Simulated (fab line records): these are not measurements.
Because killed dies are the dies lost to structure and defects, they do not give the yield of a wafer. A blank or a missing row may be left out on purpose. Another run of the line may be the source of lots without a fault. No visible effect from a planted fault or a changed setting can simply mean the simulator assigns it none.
fab line records ; flow n5_finfet ; part 2 of 2: steps 22 to 32 of 32
[record] lots = 5; wafers = 15; last_day = 20
route steps=1938 shown PMOS_HMC_CHANNEL_EPI@66 FIN_SAQP@90
lots untouched by any fault: they come from a run of this same line in which no faults occurred
start_h: start of the lot's first displayed wafer, in hours after the record's first day ; wait_h: time in hours since the lot's previous step ; " repeats the value in the row above ; L1.1+2: one row covering several wafers at once ; - no value present, or no start provided ; * or withheld: withheld ; < > ~ a bound
route shown NAME@n: names a module that has steps shown in the file, with the first one's number in the route ; usual: mean/standard deviation taken from wafers without a fault ; same: alike in all rows ; chamber/n: place in a boat ; sites: the reading at each site ; _std_site: the values' standard deviation ; _edge_site: the outer-site mean with the inner-site mean subtracted ; radius_mm: how far each site lies from the wafer's centre ; mask NAME#n: copy n ; behind: tool/chamber where the wafer was last shaped ; hold: what put the lot on hold/how long, in hours/how the hold closed ; device: names the non-switching transistor (n, p or np) ; end of line: at the end of the route, the tests of the same wafers ; where a step has no rows: the recipe by itself ; killed: not the wafer's yield, but the dies lost to structure and defects at the first sort ; map: a wafer's dies, marking killed ones x, the rest . and places with no die _
set.NAME: the setting that was run; set.NAME@STEP: the one run at that earlier step ; model.NAME: the simulator's own value behind a step, which no gauge read
certain route steps with their lots: each step a table, each wafer a row
services: a tool's chamber out of use, with start hour (start_h, from the record's first day; less than 0 if before it), hours out, and reason
[[steps]]
[step N5_PMOS_HMC_CHANNEL_EPI_EPI_26]
[recipe] material = Si; target_thk_a = 38; temp_c = 650; precursor = SiH4/H2; pressure_torr = 20; time_s = 22.7
[usual] lamp_inner_pct = 13.8/0.5; susceptor_temp_C_max = 651.0/0.35; throttle_valve_pct = 11.26/0.28
lot.wafer;tool;chamber;start_h;wait_h;lamp_inner_pct;susceptor_temp_C_max;throttle_valve_pct
L086.1;epi_rpcvd-03;0;91.91;0.0;13.3;650.8;11.04
L086.4;epi_rpcvd-03;0;91.91;0.0;13.3;650.9;11.02
L086.5;epi_rpcvd-03;0;91.91;0.0;13.3;650.9;10.94
L088.1;epi_rpcvd-02;0;103.71;0.0;14.3;651.5;11.70
L088.2;epi_rpcvd-02;0;103.71;0.0;14.3;651.0;11.47
L088.4;epi_rpcvd-02;0;103.71;0.0;14.2;650.9;11.78
L091.2;epi_rpcvd-02;0;121.56;0.1;14.5;650.8;11.68
L091.5;epi_rpcvd-02;0;121.56;0.1;14.2;651.3;11.36
L091.6;epi_rpcvd-02;0;121.56;0.1;14.2;651.1;11.52
L092.1;epi_rpcvd-01;0;127.76;0.0;13.9;650.9;11.00
L092.5;epi_rpcvd-01;0;127.76;0.0;13.8;651.6;10.82
L092.6;epi_rpcvd-01;0;127.76;0.0;13.9;651.4;10.92
L095.2;epi_rpcvd-03;0;154.92;0.1;13.2;651.0;11.00
L095.3;epi_rpcvd-03;0;154.92;0.1;13.2;650.7;10.97
L095.5;epi_rpcvd-03;0;154.92;0.1;13.2;651.1;11.33
[step N5_PMOS_HMC_CHANNEL_EPI_INSPECT_30]
[recipe] inspect_instrument = darkfield; mode = post_epi
[usual] raw_defect_count = 18/6.3
lot.wafer;tool;chamber;start_h;wait_h;raw_defect_count
L086.1;defect_inspect-01;-;92.46;0.0;20
L086.4;defect_inspect-01;-;92.46;0.0;15
L086.5;defect_inspect-01;-;92.46;0.0;14
L088.1;defect_inspect-02;-;104.08;0.0;15
L088.2;defect_inspect-02;-;104.08;0.0;18
L088.4;defect_inspect-02;-;104.08;0.0;18
L091.2;defect_inspect-02;-;121.89;0.0;11
L091.5;defect_inspect-02;-;121.89;0.0;10
L091.6;defect_inspect-02;-;121.89;0.0;18
L092.1;defect_inspect-01;-;128.13;0.0;24
L092.5;defect_inspect-01;-;128.13;0.0;19
L092.6;defect_inspect-01;-;128.13;0.0;22
L095.2;defect_inspect-01;-;155.32;0.0;29
L095.3;defect_inspect-01;-;155.32;0.0;27
L095.5;defect_inspect-01;-;155.32;0.0;19
[step N5_FIN_SAQP_PRECLEAN_42]
[recipe] chemistry = O3/DIW; time_s = 60; temp_c = 22; o3_ppm = 10
lot.wafer;tool;chamber;start_h;wait_h
L086.1+4+5;wet_bench-04;1,0,4;92.89;0.4
L088.1+2+4;wet_bench-04;5,2,4;104.11;0.0
L091.2+5+6;wet_bench-02;3,7,5;121.91;0.0
L092.1+5+6;wet_bench-04;7,5,3;128.16;0.0
L095.2+3+5;wet_bench-04;3,7,0;155.35;0.0
[step N5_FIN_SAQP_PRECLEAN_00]
[recipe] chemistry = SC1; time_s = 60; temp_c = 55; mix = 1:2:50
[usual] diw_flow_mL_min = 1415/4.6
lot.wafer;tool;chamber;start_h;wait_h;diw_flow_mL_min
L086.1;wet_bench-04;1;92.91;0.0;1416
L086.4;wet_bench-04;0;92.91;0.0;1413
L086.5;wet_bench-04;4;92.91;0.0;1420
L088.1;wet_bench-04;5;104.13;0.0;1413
L088.2;wet_bench-04;2;104.13;0.0;1415
L088.4;wet_bench-04;4;104.13;0.0;1417
L091.2;wet_bench-02;3;121.93;0.0;1420
L091.5;wet_bench-02;7;121.93;0.0;1417
L091.6;wet_bench-02;5;121.93;0.0;1414
L092.1;wet_bench-04;7;128.20;0.0;1411
L092.5;wet_bench-04;5;128.20;0.0;1418
L092.6;wet_bench-04;3;128.20;0.0;1416
L095.2;wet_bench-04;3;155.37;0.0;1411
L095.3;wet_bench-04;7;155.37;0.0;1417
L095.5;wet_bench-04;0;155.37;0.0;1408
[step N5_FIN_SAQP_PRECLEAN_44]
[recipe] chemistry = SC2; time_s = 45; temp_c = 35; mix = 1:1:50
lot.wafer;tool;chamber;start_h;wait_h
L086.1+4+5;wet_bench-04;1,0,4;92.92;0.0
L088.1+2+4;wet_bench-04;5,2,4;104.14;0.0
L091.2+5+6;wet_bench-02;3,7,5;121.95;0.0
L092.1+5+6;wet_bench-04;7,5,3;128.23;0.0
L095.2+3+5;wet_bench-04;3,7,0;155.39;0.0
[step N5_FIN_SAQP_SRD_01]
[recipe] dry = ipa_marangoni; time_s = 30; temp_c = 23; rinse_liquid = diw
lot.wafer;tool;chamber;start_h;wait_h
L086.1+4+5;wet_bench-04;1,0,4;92.93;0.0
L088.1+2+4;wet_bench-04;5,2,4;104.16;0.0
L091.2+5+6;wet_bench-02;3,7,5;121.96;0.0
L092.1+5+6;wet_bench-04;7,5,3;128.26;0.0
L095.2+3+5;wet_bench-04;3,7,0;155.40;0.0
[step N5_FIN_SAQP_ALD_61]
[recipe] material = SiO2; target_thk_a = 40; temp_c = 300; ald_precursor_family = BDEAS; ald_co_reactant = O2-plasma; pulse_time_s = 1; purge_time_s = 2; co_reactant_purge_time_s = 2; ald_cycles = 43; pressure_torr = 2
[usual] heater_power_w = 438/46; precursor_pulse_height_rel = 1.002/0.02
[same] co_reactant_purge_time_s = 2
lot.wafer;tool;chamber;start_h;wait_h;heater_power_w;precursor_pulse_height_rel
L086.1;ald_sin-02;0;95.28;2.3;438;0.985
L086.4;ald_sin-02;3;95.28;2.3;426;0.988
L086.5;ald_sin-02;3;95.28;2.3;436;0.993
L088.1;ald_sin-04;2;104.45;0.3;419;1.012
L088.2;ald_sin-04;3;104.45;0.3;427;1.028
L088.4;ald_sin-04;0;104.45;0.3;382;0.995
L091.2;ald_sin-02;1;124.82;2.8;537;1.005
L091.5;ald_sin-02;3;124.82;2.8;433;1.027
L091.6;ald_sin-02;0;124.82;2.8;444;0.983
L092.1;ald_sin-01;1;128.32;0.0;414;1.010
L092.5;ald_sin-01;0;128.32;0.0;506;1.001
L092.6;ald_sin-01;3;128.32;0.0;474;1.005
L095.2;ald_sin-04;2;155.75;0.3;408;0.994
L095.3;ald_sin-04;0;155.75;0.3;381;0.973
L095.5;ald_sin-04;0;155.75;0.3;388;0.995
[step N5_FIN_SAQP_DENSIFY_62]
[recipe] temp_c = 700; time_s = 60; ambient = N2; idle_temp_c = 600; ramp_up_c_per_s = 150; ramp_down_c_per_s = 60; cool_to_c = 600
[usual] lamp_power_pct = 9.85/0.059; lamp_zone_4_pct = 9.841/0.011; lamp_zone_5_pct = 9.844/0.012; wafer_temp_C_max = 703.3/0.63
lot.wafer;tool;chamber;start_h;wait_h;lamp_power_pct;lamp_zone_4_pct;lamp_zone_5_pct;wafer_temp_C_max
L086.1;rtp_anneal-02;0;95.48;0.1;9.84;9.833;9.847;704.0
L086.4;rtp_anneal-02;0;95.48;0.1;9.77;9.852;9.844;703.5
L086.5;rtp_anneal-02;0;95.48;0.1;9.83;9.856;9.851;703.1
L088.1;rtp_anneal-02;0;104.65;0.1;9.81;9.844;9.856;702.5
L088.2;rtp_anneal-02;0;104.65;0.1;9.89;9.840;9.837;703.8
L088.4;rtp_anneal-02;0;104.65;0.1;9.96;9.823;9.827;703.3
L091.2;rtp_anneal-02;0;125.06;0.1;9.83;9.834;9.816;703.7
L091.5;rtp_anneal-02;0;125.06;0.1;9.94;9.823;9.812;702.5
L091.6;rtp_anneal-02;0;125.06;0.1;9.82;9.850;9.825;703.0
L092.1;rtp_anneal-02;0;128.64;0.2;9.83;9.847;9.826;702.7
L092.5;rtp_anneal-02;0;128.64;0.2;9.88;9.844;9.836;703.8
L092.6;rtp_anneal-02;0;128.64;0.2;9.82;9.845;9.841;702.7
L095.2;rtp_anneal-02;0;155.98;0.1;9.84;9.828;9.867;702.9
L095.3;rtp_anneal-02;0;155.98;0.1;9.85;9.857;9.850;702.9
L095.5;rtp_anneal-02;0;155.98;0.1;9.81;9.854;9.835;702.5
[step N5_FIN_SAQP_HM_DEP_03]
[recipe] material = SiNx; target_thk_a = 380; temp_c = 400; precursor = SiH4/NH3/N2; pressure_torr = 1.5; rf_w = 300; time_s = 33.6
[usual] heater_power_w = 797/110; showerhead_plenum_p_Torr = 5.13/0.077; throttle_valve_pct = 39.5/1.3
lot.wafer;tool;chamber;start_h;wait_h;heater_power_w;showerhead_plenum_p_Torr;throttle_valve_pct
L086.1;pecvd-01;1;95.69;0.2;947;5.05;41.3
L086.4;pecvd-01;2;95.69;0.2;852;5.07;36.7
L086.5;pecvd-01;1;95.69;0.2;975;5.07;41.6
L088.1;pecvd-03;1;104.87;0.2;705;5.22;39.1
L088.2;pecvd-03;0;104.87;0.2;733;5.23;39.4
L088.4;pecvd-03;0;104.87;0.2;710;5.22;39.0
L091.2;pecvd-02;0;125.25;0.2;677;5.06;40.7
L091.5;pecvd-02;0;125.25;0.2;668;5.05;40.9
L091.6;pecvd-02;2;125.25;0.2;1080;5.16;38.9
L092.1;pecvd-03;1;128.87;0.2;730;5.22;39.4
L092.5;pecvd-03;1;128.87;0.2;743;5.22;39.3
L092.6;pecvd-03;0;128.87;0.2;680;5.23;39.4
L095.2;pecvd-02;1;156.16;0.2;789;5.02;39.8
L095.3;pecvd-02;2;156.16;0.2;911;5.14;38.6
L095.5;pecvd-02;1;156.16;0.2;787;5.02;39.4
[step N5_FIN_SAQP_THK_MEAS_05]
[usual] thk_nm = 38.1/0.47
lot.wafer;tool;chamber;start_h;wait_h;thk_nm
L086.1;film_metro-01;-;95.78;0.1;38.0
L086.4;film_metro-01;-;95.78;0.1;38.4
L086.5;film_metro-01;-;95.78;0.1;38.7
L088.1;film_metro-01;-;104.98;0.1;37.7
L088.2;film_metro-01;-;104.98;0.1;38.2
L088.4;film_metro-01;-;104.98;0.1;38.7
L091.2;film_metro-01;-;125.35;0.1;37.5
L091.5;film_metro-01;-;125.35;0.1;38.0
L091.6;film_metro-01;-;125.35;0.1;38.2
L092.1;film_metro-02;-;128.96;0.1;37.8
L092.5;film_metro-02;-;128.96;0.1;38.4
L092.6;film_metro-02;-;128.96;0.1;38.7
L095.2;film_metro-01;-;156.26;0.1;37.0
L095.3;film_metro-01;-;156.26;0.1;37.4
L095.5;film_metro-01;-;156.26;0.1;38.0
[step N5_FIN_SAQP_PECVD_47]
[recipe] material = a-Si; target_thk_a = 450; temp_c = 400; precursor = SiH4/He; pressure_torr = 3; rf_w = 100; time_s = 36.3
[usual] heater_power_w = 899/100; showerhead_plenum_p_Torr = 5.65/0.051; throttle_valve_pct = 18.1/0.66
lot.wafer;tool;chamber;start_h;wait_h;heater_power_w;showerhead_plenum_p_Torr;throttle_valve_pct
L086.1;pecvd-02;2;95.82;0.0;1035;5.67;17.7
L086.4;pecvd-02;2;95.82;0.0;1021;5.67;17.5
L086.5;pecvd-02;0;95.82;0.0;876;5.62;18.7
L088.1;pecvd-02;0;105.02;0.0;813;5.61;18.6
L088.2;pecvd-02;1;105.02;0.0;917;5.58;17.9
L088.4;pecvd-02;0;105.02;0.0;817;5.60;18.5
L091.2;pecvd-03;0;125.39;0.0;792;5.74;17.8
L091.5;pecvd-03;0;125.39;0.0;818;5.72;17.9
L091.6;pecvd-03;1;125.39;0.0;817;5.73;18.0
L092.1;pecvd-03;0;128.99;0.0;803;5.73;18.0
L092.5;pecvd-03;1;128.99;0.0;847;5.73;18.2
L092.6;pecvd-03;2;128.99;0.0;1023;5.65;18.9
L095.2;pecvd-03;2;156.31;0.0;928;5.66;18.7
L095.3;pecvd-03;0;156.31;0.0;681;5.73;18.1
L095.5;pecvd-03;0;156.31;0.0;702;5.73;17.9
[[services]]
tool;chamber;start_h;hours;kind
rie_si-06;1;67.40;4.3;repair
ald_sin-01;3;69.84;2.9;repair
rie_si-06;3;70.12;6.7;repair
pecvd-02;-;72.08;2.8;pm
ald_sin-02;-;75.15;1.5;repair
cmp-02;-;75.15;0.4;repair
rie_diel-01;0;75.90;1.5;repair
ald_sin-04;-;85.25;14.0;pm
cmp-02;-;85.64;1.9;repair
epi_rpcvd-03;-;89.11;2.7;repair
epi_rpcvd-02;-;96.82;1.2;repair
rie_si-05;-;104.94;1.8;repair
rie_si-06;-;109.83;2.8;pm
cmp-03;-;111.54;5.5;pm
ald_sin-04;-;113.38;14.6;pm
pecvd-02;1;114.09;6.0;repair
cmp-03;-;117.19;1.3;repair
pecvd-03;-;122.54;2.8;pm
cmp-02;-;126.43;1.0;repair
ald_sin-04;-;133.53;6.0;pm
cmp-03;-;137.22;3.4;repair
wet_bench-02;-;146.95;1.4;repair
cmp-02;-;151.32;1.7;repair
rie_si-05;2;152.34;3.8;repair
